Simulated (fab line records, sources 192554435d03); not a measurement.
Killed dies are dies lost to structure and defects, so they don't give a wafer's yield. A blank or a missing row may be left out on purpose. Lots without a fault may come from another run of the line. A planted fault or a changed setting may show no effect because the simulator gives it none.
A struck lot beside a sound one | flow n5_finfet | 19 steps out of a route of 1938
Sound: wafers L722.2, L722.3, L722.5. Struck: wafer L713.2. (L713.4, L713.5 of the same lot were not struck and are left out.) The cause comes at the end.
At each step with rows: each side's tool, then ch and its chambers, then its first start. Under that, the readings that differ: sound wafers | struck wafers | difference of the means | sigmas: that difference in standard deviations of wafers without a fault.
alike: readings whose means differ by less than 2 such deviations, and words and numbers that are the same on both sides. not compared: withheld readings, readings that some wafer has no value for, bounds like >300 that may hide the same value, and numbers for which the record gives no deviation and whose values overlap.
The two part at a step that has a row with sigmas, a row that says differs or no value, or rows on one side only. Numbers that don't overlap but have no deviation are shown without sigmas and don't part them. A reading that every wafer of one side lacks parts them only if that side has two wafers or more.

N5_BEOL_M13_ETCH_68: etches SOC in N2/H2, time 355 s.
  sound on rie_diel-01 ch 0,1,2, day 16 18:11; struck on rie_diel-01 ch 2, day 14 05:25
  alike: drypump_motor_current_A, oes_product_au, rf_vpp_V, showerhead_plenum_p_Torr, throttle_valve_pct
  not compared: rf_hours_counter_h
then, 3 steps without rows for these wafers: N5_BEOL_M13_STRIP_69 (strips in N2/H2); N5_BEOL_M13_TRENCH_ETCH_34 (etches SiOC in C4F8/O2/Ar, target depth 413.47 nm, time 162.6 s); N5_BEOL_M13_STRIP_70 (strips in C4F8/O2/Ar).
N5_BEOL_M13_OCD_MEAS_35:
  sound on ocd-01, day 16 18:35; struck on ocd-02, day 14 05:49
  alike: trench_depth_nm
N5_BEOL_M13_STRIP_37: strips in N2/H2.
  sound on plasma_asher-02 ch 0,1, day 16 18:37; struck on plasma_asher-01 ch 1, day 14 05:51
  alike: drypump_motor_current_A, heater_power_w, oes_product_au
  not compared: rf_hours_counter_h
then, 4 steps without rows for these wafers: N5_BEOL_M13_ETCH_38 (etches SiCN in CF4/N2, target depth 67.5 nm, time 71.9 s); N5_BEOL_M13_PRECLEAN_39 (cleans in residue remover, time 60 s); N5_BEOL_M13_SRD_40 (time 30 s, dry time 30 s); N5_BEOL_M13_DEGAS_41 (time 60 s).
N5_BEOL_M13_PRE_CLEAN_42: time 30 s.
  sound on pvd_sputter-03, day 16 20:10; struck on pvd_sputter-01, day 14 10:11
  alike: heater_power_w
N5_BEOL_M13_SPUTTER_43: material TaN, target thk 15 nm, time 24.19 s.
  sound on pvd_sputter-03, day 16 20:13; struck on pvd_sputter-01, day 14 10:13
  alike: cathode_dc_power_W, throttle_valve_pct
N5_BEOL_M13_SPUTTER_44: material Ta, target thk 10 nm, time 16.13 s.
  sound on pvd_sputter-03, day 16 20:17; struck on pvd_sputter-01, day 14 10:18
  reading                                     | sound      | struck | difference | sigmas
  model.Ta_of_BEOL_M13_SPUTTER_44.thk_nm (nm) | 10.2 10 10 | 19     | +9         |
  alike: cathode_dc_power_W, throttle_valve_pct
then, 2 steps without rows for these wafers: N5_BEOL_M13_SPUTTER_45 (material Cu, target thk 80 nm, time 13.33 s); N5_BEOL_M13_ECD_47 (material Cu, target thk 936 nm).
N5_BEOL_M13_ANNEAL_48: time 90 s.
  sound on rtp_anneal-01 ch 0, day 16 20:41; struck on rtp_anneal-02 ch 0, day 14 10:55
  alike: wafer_temp_C_max
N5_BEOL_M13_CMP_49: polishes, stops on SiOC, t overpolish 17.1 s, target thk 420 nm.
  sound on cmp-01 ch 0,2, day 16 20:56; struck on cmp-03 ch 0, day 14 11:11
  reading                      | sound          | struck | difference | sigmas
  barrier_field_endpoint_s (s) | 30.7 29.7 30.0 | 40.6   | +10.5      | +14
  alike: motor_current_A
  not compared: pad_life_wafers
N5_BEOL_M13_THK_MEAS_50: measures by xrf.
  sound on film_metro-02, day 16 21:14; struck on film_metro-01, day 14 11:28
  alike: M13_THK
N5_PASSIVATION_PROBE_49:
  the record has rows for the sound wafers here (prober-01, day 17 23:56) and none for the struck ones

WHERE THEY PART
First at N5_BEOL_M13_CMP_49; last, within this record, at N5_PASSIVATION_PROBE_49.

WHY: what the simulator had put in
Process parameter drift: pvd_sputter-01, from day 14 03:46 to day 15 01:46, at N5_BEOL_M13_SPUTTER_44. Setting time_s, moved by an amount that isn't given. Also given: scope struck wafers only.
